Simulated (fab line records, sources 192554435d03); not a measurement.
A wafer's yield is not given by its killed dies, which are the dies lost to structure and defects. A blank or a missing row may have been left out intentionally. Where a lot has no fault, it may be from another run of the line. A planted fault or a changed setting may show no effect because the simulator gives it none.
Comparing a struck lot with a sound one    flow n5_finfet    17 steps out of a route of 1938
Sound: these wafers, L439.1, L439.3, L439.5. Struck: wafer L435.3. (L435.1 of the same lot was not struck and is left out.) The cause comes at the end.
For every step that has rows: the tool of each side, followed by ch and its chambers, followed by its first start. Under that, the readings that differ: sound wafers    struck wafers    difference of the means    sigmas: that difference in standard deviations of wafers without a fault.
alike: words and numbers the same on both sides, and readings whose means are apart by under 2 such deviations; not compared: readings that were withheld, readings missing a value for some wafer, numbers with overlapping values and no deviation given by the record, and bounds like >300 which may hide the same value.
Wherever a step has rows on one side only, a row that says differs or no value, or a row with sigmas, the two part there. Numbers that don't overlap but have no deviation are shown without sigmas and don't part them. A reading missing from all wafers of one side parts the sides only when that side holds two or more wafers.

first, 8 steps without rows for these wafers: N5_MIM_BOT_LITHO_HMDS_01 (time 60 s); N5_MIM_BOT_LITHO_COAT_02; N5_MIM_BOT_LITHO_EBR_04; N5_MIM_BOT_LITHO_SOFTBAKE_03 (time 90 s); N5_MIM_BOT_LITHO_EXPOSE_05 (exposes mask MIM BOT); N5_MIM_BOT_LITHO_PEB_06; N5_MIM_BOT_LITHO_DEVELOP_07 (develop time 60 s); N5_MIM_BOT_LITHO_HARDBAKE_09 (time 120 s).
N5_MIM_BOT_LITHO_CD_MEAS_08: the cd target is 3000 nm.
  sound on cd_sem-02 ch 0, day 19 16:02; struck on cd_sem-01 ch 0, day 17 22:01
  alike: cd_nm
N5_MIM_BOT_LITHO_OVL_MEAS_11:
  sound on overlay-02 ch 0, day 19 16:04; struck on overlay-01 ch 0, day 17 22:03
  alike: MIM_BOT_OVL
N5_MIM_BOT_LITHO_INSPECT_12: inspects for defects (macro).
  sound on defect_inspect-01, day 19 16:05; struck on defect_inspect-02, day 17 22:05
  alike: raw_defect_count
N5_MIM_BOT_LITHO_DESCUM_10: chemistry O2, time 7.9 s.
  sound on rie_diel-03 ch 0,1,3, day 19 16:07; struck on rie_diel-05 ch 2, day 17 22:07
reading                sound           struck  difference  sigmas
oes_product_au (a.u.)  0.86 0.76 0.76  0.94    +0.15       +2
  alike: drypump_motor_current_A, o2_flow_sccm, rf_vpp_V, showerhead_plenum_p_Torr, throttle_valve_pct
  not compared: rf_hours_counter_h
N5_MIM_BOT_ETCH_ETCH_04: etches SiNx in CF4/O2, target depth 26 nm, time 13 s.
  sound on rie_diel-03 ch 0,1,3, day 19 16:11; struck on rie_diel-05 ch 2, day 17 22:11
reading                               sound              struck  difference  sigmas
oes_product_au (a.u.)                 0.85 0.75 0.77     1.28    +0.49       +7
model.etch.depth_nm (nm)              25.94 25.89 25.62  41.83   +16.01      
model.MIM_BOT_ETCH.cd_offset_nm (nm)  0 0 0              -0.8    -0.8        
  alike: bias_w, drypump_motor_current_A, rf_vpp_V, showerhead_plenum_p_Torr, throttle_valve_pct
  not compared: rf_hours_counter_h, model.coat_of_MIM_BOT_LITHO_COAT_02.thk_nm
N5_MIM_BOT_ETCH_ETCH_03: etches the open film in Cl2/BCl3, target depth 12 nm.
  sound on rie_metal-03 ch 0,1, day 19 16:16; struck on rie_metal-03 ch 1, day 17 22:16
  alike: bias_w, drypump_motor_current_A, oes_product_au, throttle_valve_pct
  not compared: rf_hours_counter_h
N5_MIM_BOT_ETCH_ETCH_00: etches TiN in Cl2/BCl3, target depth 45.5 nm.
  sound on rie_metal-03 ch 0,1, day 19 16:22; struck on rie_metal-03 ch 1, day 17 22:22
reading                               sound     struck  difference  sigmas
model.MIM_BOT_ETCH.cd_offset_nm (nm)  0 0 -0.2  -0.6    -0.5        
  alike: bias_w, drypump_motor_current_A, oes_product_au, throttle_valve_pct
  not compared: rf_hours_counter_h, model.coat_of_MIM_BOT_LITHO_COAT_02.thk_nm
N5_MIM_BOT_ETCH_STRIP_01: strips in O2.
  sound on rie_diel-05 ch 0,1,2, day 19 16:31; struck on rie_diel-01 ch 0, day 17 22:32
reading                 sound              struck  difference  sigmas
throttle_valve_pct (%)  16.61 16.55 16.58  16.96   +0.38       +2
  alike: drypump_motor_current_A, o2_flow_sccm, oes_product_au, rf_vpp_V, showerhead_plenum_p_Torr
  not compared: rf_hours_counter_h
following that, these wafers have no rows for 1 step: N5_PASSIVATION_PROBE_49.

## WHERE THEY PART
First at N5_MIM_BOT_LITHO_DESCUM_10; last, within this record, at N5_MIM_BOT_ETCH_STRIP_01.

WHY: whatever the simulator had introduced
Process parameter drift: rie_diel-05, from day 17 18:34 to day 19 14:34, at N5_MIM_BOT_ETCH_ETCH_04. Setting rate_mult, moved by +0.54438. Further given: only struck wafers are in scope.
